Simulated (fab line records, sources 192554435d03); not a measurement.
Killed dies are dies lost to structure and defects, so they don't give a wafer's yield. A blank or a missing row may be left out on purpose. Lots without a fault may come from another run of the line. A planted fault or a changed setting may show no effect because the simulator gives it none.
Chamber matching | flow n5_finfet | N5_SDB_ALD_29 on ald_sin-01: 4 sister chambers
The step deposits SiNx, target thk 30 nm, pulse time 1 s, ald cycles 600. 6 wafers are shown with their chamber, then 7 later ones without.

WAFERS WITH THEIR CHAMBER
wafer  | chamber | heater_power_w (W) | precursor_pulse_height_rel
L077.3 | 0       | 834                | 1.024
L078.1 | 1       | 761                | 1.023
L078.5 | 1       | 767                | 1.034
L085.3 | 2       | 774                | 0.981
L090.2 | 3       | 863                | 1.004
L090.5 | 3       | 898                | 0.996

WAFERS WITHOUT THEIR CHAMBER
wafer  | heater_power_w (W) | precursor_pulse_height_rel
L090.6 | 773                | 0.986
L094.2 | 782                | 0.970
L094.3 | 747                | 0.968
L094.5 | 828                | 1.010
L095.4 | 844                | 1.004
L095.5 | 741                | 1.011
L095.6 | 840                | 1.011

WHICH CHAMBER EACH WENT THROUGH
wafer  | from the rows above     | in truth
L090.6 | 2                       | 2
L094.2 | 2                       | 2
L094.3 | 2                       | 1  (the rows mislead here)
L094.5 | can't be placed: 0 or 3 | 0
L095.4 | can't be placed: 3 or 0 | 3
L095.5 | can't be placed: 1 or 2 | 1
L095.6 | can't be placed: 0 or 3 | 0
Placed correctly: 2 of 7. Can't be placed from these rows: 4 (the true chamber is among the candidates in 4). Placed wrongly: 1.
How it was worked out, from the rows above alone: a wafer's distance from a chamber is the root of the sum, over the readings, of the square of ((its reading less the chamber's mean) divided by the reading's scatter). The wafer belongs to the nearest chamber; if the next one is less than 2 further off, it can't be placed. A chamber's mean is the mean of its shown wafers. The scatter: the root of (the sum of the squares of (reading less its chamber's mean) over the shown wafers, divided by (wafers less chambers)).
